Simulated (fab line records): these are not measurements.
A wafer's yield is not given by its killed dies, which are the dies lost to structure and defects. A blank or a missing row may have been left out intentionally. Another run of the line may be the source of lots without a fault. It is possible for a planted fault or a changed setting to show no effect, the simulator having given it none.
Split-lot trial + flow n5-finfet + 7 lots, 21 wafers read, on a route of 1938 steps

## THE SPLIT ITSELF
At N5_BEOL_M5_COAT_74 (time 60 s, resist thk 5 nm), the setting spin-rpm was moved away from the recipe's 1500 rpm on 8 of the 21 wafers read, by -6.9% to +3.6%. For the rest of the wafers, this setting stayed at what the recipe calls for.

## FROM THE SPLIT TO THE READING: what the file shows between them, 3 steps
- N5_BEOL_M5_COAT_22: resist thk 30 nm
- N5_BEOL_M5_EBR_24
- N5_BEOL_M5_DESCUM_33: chemistry O2, time 7 s

## THE READING
etch.depth-nm (the simulator's own value, which no gauge read), in nm, at N5_BEOL_M5_ETCH_75 (etches underlayer in N2/H2, target depth 6.5 nm, time 5.2 s). No usual value for it is given in the file. The 13 wafers here that ran the recipe average 5.005 nm, standard deviation 0.01 nm.

| wafer  | tool, chamber at the split | spin-rpm as run, rpm | against the recipe | etch.depth-nm, nm | against lot-mates on the recipe |
|--------|----------------------------|----------------------|--------------------|-------------------|---------------------------------|
| L075.2 | litho-track-05, 0          | 1554                 | +3.6%              | 4.908             | -0.081                          |
| L075.3 | litho-track-05, 0          | 1554                 | +3.6%              | 4.91              | -0.079                          |
| L075.6 | litho-track-05, 0          | 1500                 | recipe             | 4.989             | -                               |
| L076.3 | litho-track-05, 0          | 1411                 | -5.9%              | 5.152             | +0.144                          |
| L076.4 | litho-track-05, 0          | 1500                 | recipe             | 5.01              | -                               |
| L076.5 | litho-track-05, 0          | 1500                 | recipe             | 5.005             | -                               |
| L081.2 | litho-track-05, 0          | 1396                 | -6.9%              | 5.17              | +0.183                          |
| L081.5 | litho-track-05, 0          | 1500                 | recipe             | 4.987             | -                               |
| L081.6 | litho-track-05, 0          | 1396                 | -6.9%              | 5.166             | +0.179                          |
| L080.2 | litho-track-02, 0          | 1500                 | recipe             | 5.002             | -                               |
| L080.5 | litho-track-02, 0          | 1500                 | recipe             | 5.008             | -                               |
| L080.6 | litho-track-02, 0          | 1500                 | recipe             | 5.006             | -                               |
| L084.3 | litho-track-05, 0          | 1500                 | recipe             | 5.009             | -                               |
| L084.5 | litho-track-05, 0          | 1500                 | recipe             | 5.011             | -                               |
| L084.6 | litho-track-05, 0          | 1500                 | recipe             | 5.021             | -                               |
| L085.2 | litho-track-02, 0          | 1500                 | recipe             | 5.018             | -                               |
| L085.3 | litho-track-02, 0          | 1500                 | recipe             | 5.007             | -                               |
| L085.5 | litho-track-02, 0          | 1500                 | recipe             | 4.991             | -                               |
| L093.1 | litho-track-03, 0          | 1449                 | -3.4%              | 5.105             | no lot-mate on the recipe       |
| L093.3 | litho-track-03, 0          | 1449                 | -3.4%              | 5.09              | no lot-mate on the recipe       |
| L093.5 | litho-track-03, 0          | 1449                 | -3.4%              | 5.093             | no lot-mate on the recipe       |

FIT RESULTS
A straight line over all 21 wafers: etch.depth-nm changes by -0.0248 nm for each +1% of spin-rpm; r = -0.99; the points scatter about the line by 0.0098 nm.
The same after taking each lot's own level away (the mean of its wafers on the recipe; 18 wafers): -0.0249 nm for each +1%; r = -1.00; scatter 0.0069 nm.
According to that fit, moving spin-rpm by its largest amount changes the reading by 0.17 nm.
From 4.9870 to 5.0137 nm: that is the span of the lots' own levels, equal to 2.7 times the standard deviation above.
The two slopes agree, so the slope changes little with the lot-to-lot level.
Check: +0.171 nm against its lot-mates is what the line predicts for one of the wafers moved furthest among these (-6.9%) when that wafer is left out of the fit. It came out at +0.183 nm against them.

## THE FILE'S OWN FIT
etch.depth-nm changes by -0.0249 nm for each +1% of spin-rpm, r = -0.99.
